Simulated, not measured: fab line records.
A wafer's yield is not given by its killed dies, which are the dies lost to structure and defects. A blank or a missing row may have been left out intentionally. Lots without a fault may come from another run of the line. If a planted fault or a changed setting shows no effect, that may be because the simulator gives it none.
Chamber matching    flow n5Finfet    rieDiel-05 running N5_BEOL_M3_STRIP_36: 4 sister chambers
The step strips in N2/H2. 16 wafers are shown with their chamber, then 8 later ones without.

## EACH WAFER AND ITS CHAMBER
wafer   chamber  throttleValvePct (%)  oesProductAu (a.u.)  showerheadPlenumPTorr (Torr)
L075.2  1        24.0                  0.69                 2.42
L075.3  0        22.8                  0.91                 2.57
L075.4  3        23.2                  0.68                 2.49
L079.2  0        22.7                  0.90                 2.57
L079.3  2        22.9                  0.66                 2.60
L079.5  0        22.8                  0.91                 2.57
L081.2  2        22.8                  0.67                 2.60
L081.3  1        24.0                  0.70                 2.41
L081.5  1        24.0                  0.70                 2.41
L090.3  3        22.8                  0.94                 2.48
L090.5  1        23.7                  1.00                 2.73
L090.6  3        22.8                  0.93                 2.48
L091.1  3        22.8                  0.93                 2.48
L091.4  3        22.8                  0.91                 2.48
L091.5  1        23.7                  0.97                 2.73
L092.1  1        23.7                  0.98                 2.73

SIGNATURES (means of the wafers above)
reading                chamber 0  chamber 1  chamber 2  chamber 3  scatter within a chamber
throttleValvePct       22.767     23.850     22.850     22.880     0.151
oesProductAu           0.9067     0.8400     0.6650     0.8780     0.12
showerheadPlenumPTorr  2.5700     2.5717     2.6000     2.4820     0.112
Rule: for a wafer and a chamber, the distance is found by dividing, reading by reading, the gap between the wafer's reading and the chamber's mean by the reading's scatter, squaring, summing and taking the root. The wafer belongs to the nearest chamber; if the next one is less than 2 further off, it can't be placed. The scatter: take each reading less its chamber's mean, square it, sum over the shown wafers, divide by the number of wafers less the number of chambers, and take the root.

## WAFERS MISSING THEIR CHAMBER
wafer   throttleValvePct (%)  oesProductAu (a.u.)  showerheadPlenumPTorr (Torr)
L092.3  22.8                  0.92                 2.48
L092.6  22.8                  0.85                 2.55
L094.1  22.7                  1.03                 2.59
L094.2  22.8                  0.85                 2.55
L094.6  22.8                  0.85                 2.55
L095.1  22.8                  0.92                 2.48
L095.5  22.8                  0.91                 2.48
L095.6  22.7                  0.99                 2.59

## WHICH CHAMBER EACH WENT THROUGH
wafer   from the rows above           in truth
L092.3  can't be placed: 3 or 0 or 2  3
L092.6  can't be placed: 0 or 3 or 2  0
L094.1  can't be placed: 0 or 3       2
L094.2  can't be placed: 0 or 3 or 2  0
L094.6  can't be placed: 0 or 3 or 2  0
L095.1  can't be placed: 3 or 0 or 2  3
L095.5  can't be placed: 3 or 0 or 2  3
L095.6  can't be placed: 0 or 3       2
Correct placement for 0 of the 8. Can't be placed from these rows: 8 (the true chamber is among the candidates in 6). Wrongly placed: 0.
